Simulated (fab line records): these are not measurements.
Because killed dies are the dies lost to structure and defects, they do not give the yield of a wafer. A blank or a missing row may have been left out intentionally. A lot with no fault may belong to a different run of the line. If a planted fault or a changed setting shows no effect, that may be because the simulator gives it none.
fab line records ; flow n5_finfet
record: lots: 7; wafers: 21
route steps=1938 shown BEOL_M2@890 BEOL_M3@933 BEOL_M4@1026 BEOL_M5@1112
start_h: hours from the record's opening day to when the first of the lot's shown wafers began ; wait_h: time in hours since the lot's previous step ; " unchanged from the row above ; L1.1+2: one row covering several wafers at once ; - either no value or no given start ; * or withheld: withheld ; < > ~ a bound
route shown NAME@n: NAME is a module with steps in the file, n the number in the route of the first one ; usual: average and standard deviation across the fault-free wafers ; same: alike in all rows ; chamber/n: place in a boat ; sites: per-site readings ; _std_site: standard deviation across them ; _edge_site: the outer-site mean with the inner-site mean subtracted ; radius_mm: how far each site lies from the wafer's centre ; mask NAME#n: copy n ; behind: tool/chamber where the wafer was last shaped ; hold: cause of the lot's hold/its duration in hours/its outcome ; device: the n, p or np transistor that did not switch ; end of line: the tests these same wafers got at the end of their route ; for a step that has no rows: nothing shown but its recipe ; killed: not the wafer's yield, but the dies lost to structure and defects at the first sort ; map: the dies of a wafer, with x for killed, . for not killed, _ for no die there
set.NAME: setting as actually run; set.NAME@STEP: the setting as run at that earlier step ; model.NAME: the simulator's own value behind a step, which no gauge read
one table per step and one row per wafer, for lots whose settings were changed on purpose
== steps ==
step: N5_BEOL_M2_TRENCH_ETCH_37
recipe: chemistry: C4F6/O2; target_depth_a: 555.55; target: SiOC; time_s: 29.2; ion_energy_ev: 250; pressure_mtorr: 30; source_w: 355; bias_w: 185; Ar_flow_sccm: 300; C4F6_flow_sccm: 10; O2_flow_sccm: 10
usual: rf_vpp_V: 665/13
lot.wafer;tool;chamber;start_h;wait_h;set.source_w;rf_vpp_V;model.etch.depth_nm;model.BEOL_M2.feature_depth_nm
L076.2;rie_diel-03;1;-;-;355;660;54.4;54.4
L076.4;rie_diel-03;2;-;-;355;663;54.9;55
L076.6;rie_diel-03;0;-;-;355;673;54.24;54.2
L078.1;rie_diel-03;0;-;-;328.4;701;53.34;53.4
L078.2;rie_diel-03;2;-;-;355;662;55.63;55.6
L078.6;rie_diel-03;0;-;-;328.4;701;52.75;52.8
L082.3;rie_diel-05;0;-;-;355;644;55.71;55.8
L082.4;rie_diel-05;3;-;-;355;642;55.19;55.2
L082.5;rie_diel-05;0;-;-;355;643;55.9;56
L083.1;rie_diel-01;2;-;-;355;682;55.85;55.8
L083.2;rie_diel-01;0;-;-;309.2;725;52.54;52.6
L083.5;rie_diel-01;0;-;-;355;675;55.55;55.6
L089.2;rie_diel-03;2;-;-;394.3;627;58.1;58.2
L089.3;rie_diel-03;3;-;-;394.3;632;56.49;56.4
L089.4;rie_diel-03;0;-;-;355;673;53.82;53.8
L092.1;rie_diel-05;0;-;-;355;654;57.1;57.2
L092.2;rie_diel-05;3;-;-;355;641;55.21;55.2
L092.4;rie_diel-05;3;-;-;355;640;55.25;55.2
L096.1;rie_diel-01;2;-;-;355;682;55.33;55.4
L096.2;rie_diel-01;1;-;-;301;744;52.63;52.6
L096.3;rie_diel-01;0;-;-;355;674;54.44;54.4
step: N5_BEOL_M3_PECVD_72
recipe: material: SiO2; target_thk_a: 160; temp_c: 400; precursor: TEOS/O2; pressure_torr: 5.5; rf_w: 450; teos_flow_sccm: 53.8; gas: O2; flow_sccm: 3000; time_s: 18
lot.wafer;tool;chamber;start_h;wait_h;set.time_s;model.SiO2_of_BEOL_M3_PECVD_72.thk_nm
L076.2;pecvd-02;0;155.38;0.0;18;16
L076.4;pecvd-02;1;155.38;0.0;16.8;15.2
L076.6;pecvd-02;0;155.38;0.0;16.8;15
L078.1;pecvd-02;0;170.71;0.0;18;15.6
L078.2;pecvd-02;2;170.71;0.0;18;15.4
L078.6;pecvd-02;1;170.71;0.0;15.42;13.6
L082.3;pecvd-03;0;194.61;0.0;18;16
L082.4;pecvd-03;2;194.61;0.0;18;15.8
L082.5;pecvd-03;1;194.61;0.0;15.42;13.8
L083.1+5;pecvd-02;0,1;196.39;0.0;19.96;17.8
L083.2;pecvd-02;1;196.39;0.0;18;15.6
L089.2;pecvd-03;2;235.94;0.0;18;16
L089.3;pecvd-03;0;235.94;0.0;18;16.2
L089.4;pecvd-03;2;235.94;0.0;19.25;17.2
L092.1;pecvd-03;2;247.23;0.0;18;15.8
L092.2;pecvd-03;0;247.23;0.0;18;16
L092.4;pecvd-03;1;247.23;0.0;18;16.2
L096.1;pecvd-04;1;285.48;0.0;18;16
L096.2;pecvd-04;0;285.48;0.0;19.19;17
L096.3;pecvd-04;2;285.48;0.0;19.19;17.2
step: N5_BEOL_M3_COAT_05
recipe: resist: CAR-EUV; spin_rpm: 1500; resist_thk_nm: 30
lot.wafer;tool;chamber;start_h;wait_h;set.spin_rpm;model.CAR-EUV_of_BEOL_M3_COAT_05.thk_nm
L076.2+6;litho_track-02;0;-;-;1500;30
L076.4;litho_track-02;0;-;-;1667;28.4
L078.1;litho_track-05;0;-;-;1545;29.4
L078.2+6;litho_track-05;0;-;-;1500;29.8
L082.3;litho_track-02;0;-;-;1589;29
L082.4+5;litho_track-02;0;-;-;1500;30
L083.1;litho_track-01;0;-;-;1500;30
L083.2;litho_track-01;0;-;-;1500;29.8
L083.5;litho_track-01;0;-;-;1610;28.8
L089.2+3;litho_track-05;0;-;-;1500;30
L089.4;litho_track-05;0;-;-;1500;30.2
L092.1+2+4;litho_track-01;0;-;-;1500;29.8
L096.1;litho_track-01;0;-;-;1614;28.8
L096.2+3;litho_track-01;0;-;-;1500;30
step: N5_BEOL_M3_EBR_07
recipe: solvent: PGMEA; ebr_width_mm: 1.5
step: N5_BEOL_M3_SOFTBAKE_06
recipe: temp_c: 110; time_s: 60; resist: CAR-EUV
step: N5_BEOL_M3_EXPOSE_08
recipe: mask_id: M3; na: 0.33; source_shape: dipole; sigma_inner: 0.369; sigma_outer: 0.767; polarization: unpolarized; dose_mj: 33
step: N5_BEOL_M3_PEB_09
recipe: peb_temp_c: 100; peb_time_s: 60; resist: CAR-EUV
step: N5_BEOL_M3_DEVELOP_10
recipe: develop_time_s: 30; developer: TMAH; resist: CAR-EUV; rinse_liquid: surfactant_rinse; dry: air_spin; dev_temp_c: 23
lot.wafer;tool;chamber;start_h;wait_h;set.spin_rpm@BEOL_M3_COAT_05;model.CAR-EUV_of_BEOL_M3_COAT_05.thk_nm
L076.2+6;litho_track-02;0;-;-;1500;29.6
L076.4;litho_track-02;0;-;-;1667;28
L078.1;litho_track-01;0;-;-;1545;29
L078.2+6;litho_track-01;0;-;-;1500;29.4
L082.3;litho_track-01;0;-;-;1589;28.6
L082.4;litho_track-01;0;-;-;1500;29.4
L082.5;litho_track-01;0;-;-;1500;29.6
L083.1+2;litho_track-05;0;-;-;1500;29.4
L083.5;litho_track-05;0;-;-;1610;28.4
L089.2+3+4;litho_track-01;0;-;-;1500;29.6
L092.1+2+4;litho_track-05;0;-;-;1500;29.4
L096.1;litho_track-05;0;-;-;1614;28.4
L096.2+3;litho_track-05;0;-;-;1500;29.4
step: N5_BEOL_M3_STRIP_97
recipe: chemistry: N2/H2; time_s: 10; power_w: 450; temp_c: 40; pressure_mtorr: 20; rf_frequency_hz: 6e+07; bias_power_w: 7; n2_flow_sccm: 200; h2_flow_sccm: 200
step: N5_BEOL_M3_HM_STRIP_39
recipe: chemistry: peroxide_tin_strip; material: TiN; target_depth_a: 250; temp_c: 50; time_s: 158
lot.wafer;tool;chamber;start_h;wait_h;set.time_s@BEOL_M3_PECVD_72;model.SiO2_of_BEOL_M3_PECVD_72.thk_nm
L076.2;wet_bench-02;4;158.40;0.0;18;15.8
L076.4;wet_bench-02;1;158.40;0.0;16.8;15
L076.6;wet_bench-02;3;158.40;0.0;16.8;14.8
L078.1;wet_bench-03;3;173.26;0.0;18;15.6
L078.2;wet_bench-03;2;173.26;0.0;18;15.4
L078.6;wet_bench-03;0;173.26;0.0;15.42;13.4
L082.3;wet_bench-03;1;197.58;0.0;18;16
L082.4;wet_bench-03;0;197.58;0.0;18;15.6
L082.5;wet_bench-03;7;197.58;0.0;15.42;13.6
L083.1+5;wet_bench-03;2,7;201.07;0.0;19.96;17.6
L083.2;wet_bench-03;1;201.07;0.0;18;15.6
L089.2;wet_bench-02;5;239.50;0.0;18;15.8
L089.3;wet_bench-02;7;239.50;0.0;18;16
L089.4;wet_bench-02;0;239.50;0.0;19.25;17.2
L092.1;wet_bench-02;1;260.99;0.0;18;15.6
L092.2;wet_bench-02;4;260.99;0.0;18;16
L092.4;wet_bench-02;3;260.99;0.0;18;16.2
L096.1;wet_bench-05;6;299.06;0.0;18;15.8
L096.2+3;wet_bench-05;4,7;299.06;0.0;19.19;17
step: N5_BEOL_M4_COAT_62
recipe: resist: SiARC; temp_c: 220; time_s: 60; spin_rpm: 1500; resist_thk_nm: 12
lot.wafer;tool;chamber;start_h;wait_h;set.spin_rpm;model.SiARC_of_BEOL_M4_COAT_62.thk_nm
L076.2+4+6;litho_track-04;0;-;-;1500;12
L078.1+2+6;litho_track-03;0;-;-;1500;12
L082.3+5;litho_track-04;0;-;-;1408;12.4
L082.4;litho_track-04;0;-;-;1500;12
L083.1+2+5;litho_track-03;0;-;-;1500;12
L089.2+4;litho_track-04;0;-;-;1500;12
L089.3;litho_track-04;0;-;-;1565;11.8
L092.1+2+4;litho_track-04;0;-;-;1500;12
L096.1+2;litho_track-03;0;-;-;1500;12
L096.3;litho_track-03;0;-;-;1369;12.6
step: N5_BEOL_M4_EXPOSE_08
recipe: mask_id: M4; na: 0.33; source_shape: dipole; sigma_inner: 0.369; sigma_outer: 0.767; polarization: unpolarized; dose_mj: 41.25
lot.wafer;tool;chamber;start_h;wait_h;mask;set.dose_mj
L076.2+4;euv_scanner-02;0;169.54;-;M4#0;41.25
L076.6;euv_scanner-02;0;169.54;-;M4#0;40.07
L078.1+6;euv_scanner-02;0;182.93;-;M4#0;40.08
L078.2;euv_scanner-02;0;182.93;-;M4#0;41.25
L082.3+4;euv_scanner-02;0;202.30;-;M4#0;39.34
L082.5;euv_scanner-02;0;202.30;-;M4#0;41.25
L083.1;euv_scanner-02;0;206.79;-;M4#0;41.25
L083.2+5;euv_scanner-02;0;206.79;-;M4#0;42.03
L089.2;euv_scanner-01;0;244.11;-;M4#0;39.45
L089.3+4;euv_scanner-01;0;244.11;-;M4#0;41.25
L092.1+2+4;euv_scanner-01;0;268.36;-;M4#0;41.25
L096.1+3;euv_scanner-01;0;306.30;-;M4#0;42.83
L096.2;euv_scanner-01;0;306.30;-;M4#0;41.25
step: N5_BEOL_M4_PEB_09
recipe: peb_temp_c: 100; peb_time_s: 60; resist: CAR-EUV
step: N5_BEOL_M4_DEVELOP_10
recipe: develop_time_s: 30; developer: TMAH; resist: CAR-EUV; rinse_liquid: surfactant_rinse; dry: air_spin; dev_temp_c: 23
step: N5_BEOL_M4_CD_MEAS_11
recipe: target_cd_nm: 16.79; landing_energy_ev: 500; detector: se_inlens; polarity: opening
usual: cd_nm: 16.86/0.25
lot.wafer;tool;chamber;start_h;wait_h;set.dose_mj@BEOL_M4_EXPOSE_08;cd_nm
L076.2;cd_sem-03;0;169.66;-;41.25;17.31
L076.4;cd_sem-03;0;169.66;-;41.25;16.95
L076.6;cd_sem-03;0;169.66;-;40.07;16.40
L078.1;cd_sem-02;0;183.06;-;40.08;16.28
L078.2;cd_sem-02;0;183.06;-;41.25;17.06
L078.6;cd_sem-02;0;183.06;-;40.08;16.58
L082.3;cd_sem-03;0;202.42;-;39.34;15.61
L082.4;cd_sem-03;0;202.42;-;39.34;15.66
L082.5;cd_sem-03;0;202.42;-;41.25;16.50
L083.1;cd_sem-03;0;206.92;-;41.25;16.60
L083.2;cd_sem-03;0;206.92;-;42.03;17.18
L083.5;cd_sem-03;0;206.92;-;42.03;17.19
L089.2;cd_sem-02;0;244.24;-;39.45;15.94
L089.3;cd_sem-02;0;244.24;-;41.25;17.19
L089.4;cd_sem-02;0;244.24;-;41.25;16.98
L092.1;cd_sem-02;0;268.49;-;41.25;17.02
L092.2;cd_sem-02;0;268.49;-;41.25;17.06
L092.4;cd_sem-02;0;268.49;-;41.25;16.90
L096.1;cd_sem-02;0;306.43;-;42.83;17.35
L096.2;cd_sem-02;0;306.43;-;41.25;16.91
L096.3;cd_sem-02;0;306.43;-;42.83;17.62
step: N5_BEOL_M4_DESCUM_16
recipe: chemistry: O2; time_s: 7; source_power_w: 50; bias_power_w: 20; pressure_mtorr: 20; rf_frequency_hz: 2.712e+07; temp_c: 40; resist: CAR-EUV; o2_flow_sccm: 225
step: N5_BEOL_M4_ETCH_74
recipe: chemistry: N2/H2; target: underlayer; target_depth_a: 65; mask_material: CAR-EUV; time_s: 5.2; ion_energy_ev: 200; pressure_mtorr: 30; source_w: 840; bias_w: 150; n2_flow_sccm: 200; h2_flow_sccm: 200; ends: cleared
lot.wafer;tool;chamber;start_h;wait_h;set.dose_mj@BEOL_M4_EXPOSE_08;model.BEOL_M4.cd_offset_nm
L076.2+4;rie_diel-05;3,1;169.82;0.0;41.25;0.2
L076.6;rie_diel-05;1;169.82;0.0;40.07;-0.4
L078.1+6;rie_diel-03;1;183.74;0.0;40.08;-0.2
L078.2;rie_diel-03;0;183.74;0.0;41.25;0
L082.3;rie_diel-05;3;202.58;0.0;39.34;-1
L082.4;rie_diel-05;1;202.58;0.0;39.34;-1.2
L082.5;rie_diel-05;1;202.58;0.0;41.25;0
L083.1;rie_diel-05;1;207.08;0.0;41.25;0
L083.2;rie_diel-05;0;207.08;0.0;42.03;0.2
L083.5;rie_diel-05;3;207.08;0.0;42.03;0.4
L089.2;rie_diel-05;3;244.39;0.0;39.45;-1
L089.3;rie_diel-05;0;244.39;0.0;41.25;0
L089.4;rie_diel-05;3;244.39;0.0;41.25;0.2
L092.1+2+4;rie_diel-05;3,1,2;268.74;0.0;41.25;0.2
L096.1;rie_diel-01;3;306.65;0.0;42.83;0.8
L096.2;rie_diel-01;0;306.65;0.0;41.25;0
L096.3;rie_diel-01;2;306.65;0.0;42.83;0.6
step: N5_BEOL_M4_ETCH_63
recipe: chemistry: CF4; target: SiARC; target_depth_a: 156; mask_material: CAR-EUV; time_s: 26; ion_energy_ev: 80; pressure_mtorr: 40; source_w: 545; bias_w: 36; Ar_flow_sccm: 100; cf4_flow_sccm: 100; ends: cleared
lot.wafer;tool;chamber;start_h;wait_h;set.spin_rpm@BEOL_M4_COAT_62;set.dose_mj@BEOL_M4_EXPOSE_08;model.BEOL_M4.cd_offset_nm;model.etch.depth_nm
L076.2+4;rie_diel-05;3,1;169.83;0.0;1500;41.25;0.2;12.02
L076.6;rie_diel-05;1;169.83;0.0;1500;40.07;-0.4;12.04
L078.1;rie_diel-03;1;183.76;0.0;1500;40.08;-0.2;11.97
L078.2;rie_diel-03;0;183.76;0.0;1500;41.25;0.2;11.97
L078.6;rie_diel-03;1;183.76;0.0;1500;40.08;-0.2;12.02
L082.3;rie_diel-05;3;202.59;0.0;1408;39.34;-1;12.37
L082.4;rie_diel-05;1;202.59;0.0;1500;39.34;-1.2;11.98
L082.5;rie_diel-05;1;202.59;0.0;1408;41.25;0;12.37
L083.1;rie_diel-05;1;207.10;0.0;1500;41.25;0;11.98
L083.2;rie_diel-05;0;207.10;0.0;1500;42.03;0.4;11.97
L083.5;rie_diel-05;3;207.10;0.0;1500;42.03;0.6;12.01
L089.2;rie_diel-05;3;244.41;0.0;1500;39.45;-0.8;12.02
L089.3;rie_diel-05;0;244.41;0.0;1565;41.25;0;11.78
L089.4;rie_diel-05;3;244.41;0.0;1500;41.25;0;12.02
L092.1;rie_diel-05;3;268.76;0.0;1500;41.25;0.2;12.02
L092.2;rie_diel-05;1;268.76;0.0;1500;41.25;0.2;12
L092.4;rie_diel-05;2;268.76;0.0;1500;41.25;0;12.02
L096.1;rie_diel-01;3;306.66;0.0;1500;42.83;0.8;12.07
L096.2;rie_diel-01;0;306.66;0.0;1500;41.25;-0.2;12.02
L096.3;rie_diel-01;2;306.66;0.0;1369;42.83;0.8;12.62
step: N5_BEOL_M4_ETCH_64
recipe: chemistry: N2/H2; target: SOC; target_depth_a: 750; overetch_a: 225; mask_material: SiARC; temp_c: 40; time_s: 121.9; ion_energy_ev: 200; pressure_mtorr: 30; source_w: 840; bias_w: 150; n2_flow_sccm: 200; h2_flow_sccm: 200
lot.wafer;tool;chamber;start_h;wait_h;set.dose_mj@BEOL_M4_EXPOSE_08;model.BEOL_M4.cd_offset_nm
L076.2+4;rie_diel-05;3,1;169.86;0.0;41.25;0
L076.6;rie_diel-05;1;169.86;0.0;40.07;-0.6
L078.1;rie_diel-03;1;183.79;0.0;40.08;-0.4
L078.2;rie_diel-03;0;183.79;0.0;41.25;0.2
L078.6;rie_diel-03;1;183.79;0.0;40.08;-0.2
L082.3;rie_diel-05;3;202.62;0.0;39.34;-0.8
L082.4;rie_diel-05;1;202.62;0.0;39.34;-1
L082.5;rie_diel-05;1;202.62;0.0;41.25;0
L083.1;rie_diel-05;1;207.12;0.0;41.25;0
L083.2;rie_diel-05;0;207.12;0.0;42.03;0.2
L083.5;rie_diel-05;3;207.12;0.0;42.03;0.4
L089.2;rie_diel-05;3;244.44;0.0;39.45;-1
L089.3+4;rie_diel-05;0,3;244.44;0.0;41.25;0
L092.1;rie_diel-05;3;268.79;0.0;41.25;0.4
L092.2;rie_diel-05;1;268.79;0.0;41.25;0.2
L092.4;rie_diel-05;2;268.79;0.0;41.25;0
L096.1+3;rie_diel-01;3,2;306.69;0.0;42.83;0.6
L096.2;rie_diel-01;0;306.69;0.0;41.25;-0.2
step: N5_BEOL_M4_STRIP_65
recipe: chemistry: N2/H2; temp_c: 40; n2_flow_sccm: 200; h2_flow_sccm: 200; rf_frequency_hz: 6e+07
step: N5_BEOL_M4_STRIP_75
recipe: chemistry: N2/H2; temp_c: 40; n2_flow_sccm: 200; h2_flow_sccm: 200; rf_frequency_hz: 6e+07
step: N5_BEOL_M4_HM_OPEN_17
recipe: chemistry: Cl2/BCl3; target_depth_a: 200; overetch_a: 60; target: TiN; mask_material: SOC; ion_energy_ev: 150; pressure_mtorr: 10; icp_w: 1000; bias_w: 126; Cl2_flow_sccm: 53.25; bcl3_flow_sccm: 21.75; Ar_flow_sccm: 25
step: N5_BEOL_M4_STRIP_19
recipe: chemistry: O2; power_w: 400; temp_c: 40; pressure_mtorr: 30; rf_frequency_hz: 6e+07; bias_power_w: 0; overash_fraction: 0.2; o2_flow_sccm: 225
step: N5_BEOL_M4_CD_MEAS_18
recipe: pitch_nm: 36; target_cd_nm: 18
usual: cd_nm: 18.0/0.32
lot.wafer;tool;chamber;start_h;wait_h;set.dose_mj@BEOL_M4_EXPOSE_08;cd_nm
L076.2;cd_sem-01;-;170.31;0.1;41.25;17.8
L076.4;cd_sem-01;-;170.31;0.1;41.25;18.5
L076.6;cd_sem-01;-;170.31;0.1;40.07;17.6
L078.1;cd_sem-02;-;184.20;0.0;40.08;17.4
L078.2;cd_sem-02;-;184.20;0.0;41.25;18.6
L078.6;cd_sem-02;-;184.20;0.0;40.08;17.7
L082.3;cd_sem-03;-;202.98;0.1;39.34;17.0
L082.4;cd_sem-03;-;202.98;0.1;39.34;16.8
L082.5;cd_sem-03;-;202.98;0.1;41.25;18.0
L083.1;cd_sem-01;-;207.49;0.0;41.25;18.1
L083.2;cd_sem-01;-;207.49;0.0;42.03;18.1
L083.5;cd_sem-01;-;207.49;0.0;42.03;18.7
L089.2;cd_sem-03;-;244.79;0.1;39.45;16.8
L089.3;cd_sem-03;-;244.79;0.1;41.25;17.7
L089.4;cd_sem-03;-;244.79;0.1;41.25;18.4
L092.1;cd_sem-02;-;269.19;0.0;41.25;18.3
L092.2;cd_sem-02;-;269.19;0.0;41.25;18.4
L092.4;cd_sem-02;-;269.19;0.0;41.25;18.2
L096.1;cd_sem-03;-;307.04;0.0;42.83;18.7
L096.2;cd_sem-03;-;307.04;0.0;41.25;17.9
L096.3;cd_sem-03;-;307.04;0.0;42.83;18.4
step: N5_BEOL_M5_ILD_DEP_00
recipe: material: SiCOH_lowk; target_thk_a: 1406.4; temp_c: 300; precursor: DEMS/porogen; pressure_torr: 5; rf_w: 500; time_s: 25.9
lot.wafer;tool;chamber;start_h;wait_h;set.time_s;model.SiCOH_lowk_of_BEOL_M5_ILD_DEP_00.thk_nm
L076.2;pecvd-03;1;180.48;0.7;27.94;149.2
L076.4;pecvd-03;0;180.48;0.7;25.9;141.6
L076.6;pecvd-03;1;180.48;0.7;27.94;151.2
L078.1;pecvd-03;0;192.93;0.8;25.9;138.4
L078.2;pecvd-03;2;192.93;0.8;25.9;140.8
L078.6;pecvd-03;2;192.93;0.8;25.9;142
L082.3;pecvd-02;0;211.29;0.5;28.16;153.2
L082.4;pecvd-02;1;211.29;0.5;25.9;140
L082.5;pecvd-02;1;211.29;0.5;28.16;152
L083.1;pecvd-01;2;214.21;0.8;25.9;137
L083.2;pecvd-01;1;214.21;0.8;23.87;130.6
L083.5;pecvd-01;2;214.21;0.8;25.9;140.2
L089.2;pecvd-02;0;250.65;0.7;29.67;160.4
L089.3;pecvd-02;1;250.65;0.7;25.9;142
L089.4;pecvd-02;1;250.65;0.7;29.67;162.4
L092.1;pecvd-02;1;295.85;0.8;25.9;138.8
L092.2;pecvd-02;2;295.85;0.8;25.9;140.8
L092.4;pecvd-02;0;295.85;0.8;25.9;141.2
L096.1;pecvd-02;0;317.47;0.8;25.9;139.6
L096.2;pecvd-02;2;317.47;0.8;25.9;139.4
L096.3;pecvd-02;1;317.47;0.8;25.9;138.8
step: N5_BEOL_M5_CURE_79
recipe: temp_c: 385; time_s: 240; ambient: He/Ar; material: SiCOH_lowk
lot.wafer;tool;chamber;start_h;wait_h;set.time_s@BEOL_M5_ILD_DEP_00;model.SiCOH_lowk_of_BEOL_M5_ILD_DEP_00.thk_nm
L076.2;uv_cure-02;1;180.70;0.2;27.94;128.4
L076.4;uv_cure-02;1;180.70;0.2;25.9;121.8
L076.6;uv_cure-02;1;180.70;0.2;27.94;130.2
L078.1;uv_cure-03;0;193.14;0.2;25.9;119
L078.2;uv_cure-03;0;193.14;0.2;25.9;121
L078.6;uv_cure-03;0;193.14;0.2;25.9;122.2
L082.3;uv_cure-03;0;211.51;0.2;28.16;132
L082.4;uv_cure-03;0;211.51;0.2;25.9;120.4
L082.5;uv_cure-03;0;211.51;0.2;28.16;130.8
L083.1;uv_cure-03;1;214.27;0.0;25.9;117.8
L083.2;uv_cure-03;1;214.27;0.0;23.87;112.2
L083.5;uv_cure-03;1;214.27;0.0;25.9;120.6
L089.2;uv_cure-01;2;250.79;0.1;29.67;138.2
L089.3;uv_cure-01;2;250.79;0.1;25.9;122.2
L089.4;uv_cure-01;2;250.79;0.1;29.67;140
L092.1;uv_cure-03;0;295.91;0.0;25.9;119.4
L092.2;uv_cure-03;0;295.91;0.0;25.9;121.2
L092.4;uv_cure-03;0;295.91;0.0;25.9;121.6
L096.1;uv_cure-03;1;317.53;0.0;25.9;120.2
L096.2;uv_cure-03;1;317.53;0.0;25.9;120
L096.3;uv_cure-03;1;317.53;0.0;25.9;119.4
step: N5_BEOL_M5_THK_MEAS_01
recipe: reads: SiCOH_lowk_of_BEOL_M5_ILD_DEP_00
usual: M5_ILD_THK: 120.5/1.4
lot.wafer;tool;chamber;start_h;wait_h;set.time_s@BEOL_M5_ILD_DEP_00;M5_ILD_THK[nm]
L076.2;film_metro-01;-;181.53;0.7;27.94;128.4
L076.4;film_metro-01;-;181.53;0.7;25.9;121.9
L076.6;film_metro-01;-;181.53;0.7;27.94;130.0
L078.1;film_metro-02;-;193.66;0.4;25.9;119.0
L078.2;film_metro-02;-;193.66;0.4;25.9;121.0
L078.6;film_metro-02;-;193.66;0.4;25.9;122.3
L082.3;film_metro-02;-;211.86;0.3;28.16;132.1
L082.4;film_metro-02;-;211.86;0.3;25.9;120.5
L082.5;film_metro-02;-;211.86;0.3;28.16;130.8
L083.1;film_metro-01;-;214.79;0.4;25.9;117.8
L083.2;film_metro-01;-;214.79;0.4;23.87;112.3
L083.5;film_metro-01;-;214.79;0.4;25.9;120.7
L089.2;film_metro-01;-;251.22;0.4;29.67;138.3
L089.3;film_metro-01;-;251.22;0.4;25.9;122.2
L089.4;film_metro-01;-;251.22;0.4;29.67;140.0
L092.1;film_metro-02;-;296.43;0.4;25.9;119.4
L092.2;film_metro-02;-;296.43;0.4;25.9;121.2
L092.4;film_metro-02;-;296.43;0.4;25.9;121.7
L096.1;film_metro-02;-;318.04;0.4;25.9;120.1
L096.2;film_metro-02;-;318.04;0.4;25.9;119.9
L096.3;film_metro-02;-;318.04;0.4;25.9;119.3
== key ==
split: step: N5_BEOL_M2_TRENCH_ETCH_37; setting: source_w; stated: 355; by: wafer
response: step: N5_BEOL_M2_TRENCH_ETCH_37; reading: rf_vpp_V; change: -4.15; per: 1%; r: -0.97
response: step: N5_BEOL_M2_TRENCH_ETCH_37; reading: model.etch.depth_nm; change: +0.23; per: 1%; r: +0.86
response: step: N5_BEOL_M2_TRENCH_ETCH_37; reading: model.BEOL_M2.feature_depth_nm; change: +0.23; per: 1%; r: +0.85
split: step: N5_BEOL_M3_PECVD_72; setting: time_s; stated: 18; by: wafer
response: step: N5_BEOL_M3_PECVD_72; reading: model.SiO2_of_BEOL_M3_PECVD_72.thk_nm; change: +0.153; per: 1%; r: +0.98
response: step: N5_BEOL_M3_HM_STRIP_39; reading: model.SiO2_of_BEOL_M3_PECVD_72.thk_nm; change: +0.16; per: 1%; r: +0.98
split: step: N5_BEOL_M3_COAT_05; setting: spin_rpm; stated: 1500; by: wafer
response: step: N5_BEOL_M3_COAT_05; reading: model.CAR-EUV_of_BEOL_M3_COAT_05.thk_nm; change: -0.151; per: 1%; r: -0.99
response: step: N5_BEOL_M3_DEVELOP_10; reading: model.CAR-EUV_of_BEOL_M3_COAT_05.thk_nm; change: -0.14; per: 1%; r: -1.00
split: step: N5_BEOL_M4_COAT_62; setting: spin_rpm; stated: 1500; by: wafer
response: step: N5_BEOL_M4_COAT_62; reading: model.SiARC_of_BEOL_M4_COAT_62.thk_nm; change: -0.0645; per: 1%; r: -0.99
response: step: N5_BEOL_M4_ETCH_63; reading: model.etch.depth_nm; change: -0.0635; per: 1%; r: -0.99
split: step: N5_BEOL_M4_EXPOSE_08; setting: dose_mj; stated: 41.25; by: wafer
response: step: N5_BEOL_M4_CD_MEAS_11; reading: cd_nm; change: +0.216; per: 1%; r: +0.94
response: step: N5_BEOL_M4_ETCH_74; reading: model.BEOL_M4.cd_offset_nm; change: +0.206; per: 1%; r: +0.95
response: step: N5_BEOL_M4_ETCH_63; reading: model.BEOL_M4.cd_offset_nm; change: +0.216; per: 1%; r: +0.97
response: step: N5_BEOL_M4_ETCH_64; reading: model.BEOL_M4.cd_offset_nm; change: +0.204; per: 1%; r: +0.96
response: step: N5_BEOL_M4_CD_MEAS_18; reading: cd_nm; change: +0.239; per: 1%; r: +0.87
split: step: N5_BEOL_M5_ILD_DEP_00; setting: time_s; stated: 25.9; by: wafer
response: step: N5_BEOL_M5_ILD_DEP_00; reading: model.SiCOH_lowk_of_BEOL_M5_ILD_DEP_00.thk_nm; change: +1.27; per: 1%; r: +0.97
response: step: N5_BEOL_M5_CURE_79; reading: model.SiCOH_lowk_of_BEOL_M5_ILD_DEP_00.thk_nm; change: +1.11; per: 1%; r: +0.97
response: step: N5_BEOL_M5_THK_MEAS_01; reading: M5_ILD_THK; change: +1.1; per: 1%; r: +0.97
